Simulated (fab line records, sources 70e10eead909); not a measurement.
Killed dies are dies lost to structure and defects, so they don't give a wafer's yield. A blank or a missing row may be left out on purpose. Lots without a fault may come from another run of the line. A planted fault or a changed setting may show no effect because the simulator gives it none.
A struck lot beside a sound one | flow nand_harc | 17 steps out of a route of 1302
Sound: wafers L348.3, L348.5, L348.6. Struck: wafers L362.1, L362.6. (L362.2 of the same lot was not struck and is left out.) The cause comes at the end.
At each step with rows: each side's tool, then ch and its chambers, then its first start. Under that, the readings that differ: sound wafers | struck wafers | difference of the means | sigmas: that difference in standard deviations of wafers without a fault.
alike: readings whose means differ by less than 2 such deviations, and words and numbers that are the same on both sides. not compared: withheld readings, readings that some wafer has no value for, bounds like >300 that may hide the same value, and numbers for which the record gives no deviation and whose values overlap.
The two part at a step that has a row with sigmas, a row that says differs or no value, or rows on one side only. Numbers that don't overlap but have no deviation are shown without sigmas and don't part them. A reading that every wafer of one side lacks parts them only if that side has two wafers or more.

NHARC_P_M2_INSPECT_11:
  sound on defect_inspect-01, day 7 01:14; struck on defect_inspect-01, day 12 16:58
  alike: raw_defect_count
then, 1 step without rows for these wafers: NHARC_P_M2_DESCUM_14 (chemistry O2, time 3 s).
NHARC_P_M2_ETCH_35: etches the open film in N2/H2, target depth 40 nm, overetch 12 nm, time 43.94 s.
  sound on rie_diel-01 ch 2,3, day 7 01:22; struck on rie_diel-01 ch 0,1, day 12 17:07
  alike: drypump_motor_current_A, mfc_ar_sccm, oes_product_au, rf_vpp_V, showerhead_plenum_p_Torr, throttle_valve_pct
  not compared: rf_hours_counter_h
NHARC_P_M2_ETCH_15: etches the open film in C4F8/Ar, target depth 182.5 nm, time 91.2 s.
  sound on rie_diel-01 ch 0,3; struck on rie_diel-01 ch 2
  alike: oes_product_au, rf_vpp_V
  not compared: rf_hours_counter_h
NHARC_P_M2_CD_MEAS_16:
  sound on cd_sem-02, day 7 01:36; struck on cd_sem-03, day 12 17:20
  alike: cd_nm
NHARC_P_M2_STRIP_18: strips in N2/H2.
  sound on rie_diel-08 ch 0,1, day 7 01:41; struck on rie_diel-08 ch 2,3, day 12 17:26
  alike: drypump_motor_current_A, mfc_ar_sccm, oes_product_au, power_w, rf_vpp_V, showerhead_plenum_p_Torr, throttle_valve_pct
  not compared: rf_hours_counter_h
NHARC_P_M2_ETCH_28: etches the open film in CF4/N2, target depth 30 nm, time 72.99 s.
  sound on rie_diel-08 ch 0,1; struck on rie_diel-08 ch 0,1
  alike: drypump_motor_current_A, mfc_ar_sccm, oes_product_au, rf_vpp_V, showerhead_plenum_p_Torr, throttle_valve_pct
  not compared: rf_hours_counter_h
then, 2 steps without rows for these wafers: NHARC_P_M2_STRIP_19 (strips in post etch residue remover, time 600 s); NHARC_P_M2_DEGAS_29 (time 60 s).
NHARC_P_M2_PRE_CLEAN_30: time 30 s.
  sound on pvd_sputter-03; struck on pvd_sputter-03
  alike: heater_power_w, susceptor_temp_C
then, 2 steps without rows for these wafers: NHARC_P_M2_PVD_20 (deposits TaN, target thk 5 nm, time 8.06 s); NHARC_P_M2_PVD_21 (deposits Cu, target thk 30 nm, time 20.49 s).
NHARC_P_M2_ECD_22: material Cu, target thk 400 nm.
  sound on ecd_cu-01 ch 0,1, day 7 02:49; struck on ecd_cu-01 ch 0,1, day 12 18:26
then, 1 step without rows for these wafers: NHARC_P_M2_ANNEAL_31 (time 90 s).
NHARC_P_M2_CMP_23: polishes, t overpolish 20 s, target thk 144.3 nm.
  sound on cmp-01 ch 2,3, day 7 03:34; struck on cmp-01 ch 2,3, day 12 19:10
  reading                | sound          | struck    | difference | sigmas
  time_to_endpoint_s (s) | 33.5 30.1 31.8 | 17.0 16.6 | -15.0      | -8
  alike: motor_current_A
NHARC_P_M2_THK_MEAS_24: measures by xrf.
  sound on film_metro-02, day 7 03:50; struck on film_metro-01, day 12 19:29
  alike: thk_nm
NHARC_END_SORT_01:
  the record has rows for the sound wafers here (prober-01 ch 0, day 25 17:23) and none for the struck ones

WHERE THEY PART
First at NHARC_P_M2_CMP_23; last, within this record, at NHARC_END_SORT_01.

WHY: what the simulator had put in
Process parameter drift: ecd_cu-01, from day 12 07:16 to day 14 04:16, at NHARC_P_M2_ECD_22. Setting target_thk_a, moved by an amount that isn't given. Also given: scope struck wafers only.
